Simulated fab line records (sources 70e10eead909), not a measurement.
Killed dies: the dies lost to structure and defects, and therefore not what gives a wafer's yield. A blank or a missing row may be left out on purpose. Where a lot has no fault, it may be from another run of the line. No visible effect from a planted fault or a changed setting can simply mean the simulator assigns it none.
Matching of chambers / flow nand_harc / rie_diel-01 running NHARC_A_CHANNEL_FILL_D2_ETCHBACK_20: 4 sister chambers
The step etches the open film in C4F8/O2/Ar, target depth 27 nm, time 13.5 s. 20 wafers are shown with their chamber, then 10 later ones without.

## WAFERS PAIRED WITH THEIR CHAMBERS
wafer=L075.2; chamber=0; rf_vpp_V (V)=978; rf_fwd_power_W (W)=591.5; oes_product_au (a.u.)=0.937
wafer=L075.3; chamber=2; rf_vpp_V (V)=972; rf_fwd_power_W (W)=591.8; oes_product_au (a.u.)=0.979
wafer=L075.4; chamber=3; rf_vpp_V (V)=970; rf_fwd_power_W (W)=584.8; oes_product_au (a.u.)=0.962
wafer=L076.1; chamber=0; rf_vpp_V (V)=976; rf_fwd_power_W (W)=589.5; oes_product_au (a.u.)=0.990
wafer=L076.3; chamber=1; rf_vpp_V (V)=972; rf_fwd_power_W (W)=589.5; oes_product_au (a.u.)=0.989
wafer=L076.4; chamber=2; rf_vpp_V (V)=974; rf_fwd_power_W (W)=591.9; oes_product_au (a.u.)=1.005
wafer=L077.1; chamber=0; rf_vpp_V (V)=976; rf_fwd_power_W (W)=588.9; oes_product_au (a.u.)=0.999
wafer=L077.2; chamber=1; rf_vpp_V (V)=972; rf_fwd_power_W (W)=591.4; oes_product_au (a.u.)=0.993
wafer=L077.6; chamber=0; rf_vpp_V (V)=976; rf_fwd_power_W (W)=586.7; oes_product_au (a.u.)=1.000
wafer=L081.2; chamber=2; rf_vpp_V (V)=974; rf_fwd_power_W (W)=585.9; oes_product_au (a.u.)=1.028
wafer=L081.3; chamber=0; rf_vpp_V (V)=978; rf_fwd_power_W (W)=591.4; oes_product_au (a.u.)=0.996
wafer=L081.6; chamber=2; rf_vpp_V (V)=972; rf_fwd_power_W (W)=589.4; oes_product_au (a.u.)=1.023
wafer=L087.1; chamber=3; rf_vpp_V (V)=971; rf_fwd_power_W (W)=586.5; oes_product_au (a.u.)=0.994
wafer=L087.2; chamber=1; rf_vpp_V (V)=971; rf_fwd_power_W (W)=591.8; oes_product_au (a.u.)=0.974
wafer=L087.6; chamber=0; rf_vpp_V (V)=977; rf_fwd_power_W (W)=587.3; oes_product_au (a.u.)=0.988
wafer=L088.1; chamber=1; rf_vpp_V (V)=971; rf_fwd_power_W (W)=587.3; oes_product_au (a.u.)=0.906
wafer=L088.3; chamber=2; rf_vpp_V (V)=974; rf_fwd_power_W (W)=591.6; oes_product_au (a.u.)=0.938
wafer=L088.5; chamber=2; rf_vpp_V (V)=973; rf_fwd_power_W (W)=589.3; oes_product_au (a.u.)=0.941
wafer=L091.4; chamber=3; rf_vpp_V (V)=971; rf_fwd_power_W (W)=587.8; oes_product_au (a.u.)=1.016
wafer=L091.5; chamber=2; rf_vpp_V (V)=973; rf_fwd_power_W (W)=592.1; oes_product_au (a.u.)=1.000

SIGNATURES, as means of the wafers listed above
reading=rf_vpp_V; chamber 0=976.83; chamber 1=971.50; chamber 2=973.14; chamber 3=970.67; scatter within a chamber=0.843
reading=rf_fwd_power_W; chamber 0=589.217; chamber 1=590.000; chamber 2=590.286; chamber 3=586.367; scatter within a chamber=2.07
reading=oes_product_au; chamber 0=0.98500; chamber 1=0.96550; chamber 2=0.98771; chamber 3=0.99067; scatter within a chamber=0.0329
Rule: distance of a wafer from a chamber = root of the sum over the readings of ((wafer's reading minus chamber's mean) / reading's scatter) squared. If the next closest chamber is less than 2 further off than the closest, the wafer can't be placed; otherwise it belongs to the closest. The scatter: take each reading less its chamber's mean, square it, sum over the shown wafers, divide by the number of wafers less the number of chambers, and take the root.

## WAFERS WITHOUT THEIR CHAMBER
wafer=L091.6; rf_vpp_V (V)=969; rf_fwd_power_W (W)=589.5; oes_product_au (a.u.)=1.020
wafer=L094.1; rf_vpp_V (V)=973; rf_fwd_power_W (W)=590.9; oes_product_au (a.u.)=0.953
wafer=L094.4; rf_vpp_V (V)=970; rf_fwd_power_W (W)=587.7; oes_product_au (a.u.)=0.952
wafer=L094.5; rf_vpp_V (V)=971; rf_fwd_power_W (W)=590.3; oes_product_au (a.u.)=0.946
wafer=L095.1; rf_vpp_V (V)=970; rf_fwd_power_W (W)=584.0; oes_product_au (a.u.)=0.988
wafer=L095.3; rf_vpp_V (V)=970; rf_fwd_power_W (W)=589.4; oes_product_au (a.u.)=1.001
wafer=L095.5; rf_vpp_V (V)=973; rf_fwd_power_W (W)=592.1; oes_product_au (a.u.)=1.013
wafer=L096.1; rf_vpp_V (V)=975; rf_fwd_power_W (W)=587.9; oes_product_au (a.u.)=0.971
wafer=L096.4; rf_vpp_V (V)=973; rf_fwd_power_W (W)=587.0; oes_product_au (a.u.)=0.981
wafer=L096.6; rf_vpp_V (V)=972; rf_fwd_power_W (W)=590.4; oes_product_au (a.u.)=0.951

## WHICH CHAMBER EACH WENT THROUGH
wafer=L091.6; from the rows above=can't be placed: 3 or 1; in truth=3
wafer=L094.1; from the rows above=can't be placed: 2 or 1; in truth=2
wafer=L094.4; from the rows above=can't be placed: 3 or 1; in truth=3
wafer=L094.5; from the rows above=can't be placed: 1 or 3 or 2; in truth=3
wafer=L095.1; from the rows above=3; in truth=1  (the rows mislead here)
wafer=L095.3; from the rows above=can't be placed: 3 or 1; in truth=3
wafer=L095.5; from the rows above=can't be placed: 2 or 1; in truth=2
wafer=L096.1; from the rows above=can't be placed: 0 or 2 or 1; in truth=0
wafer=L096.4; from the rows above=can't be placed: 2 or 1 or 3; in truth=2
wafer=L096.6; from the rows above=can't be placed: 1 or 2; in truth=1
Correct placement for 0 of the 10. Unplaceable from these rows: 9, with the true chamber sitting among the candidates in 9. Placed wrongly: 1.
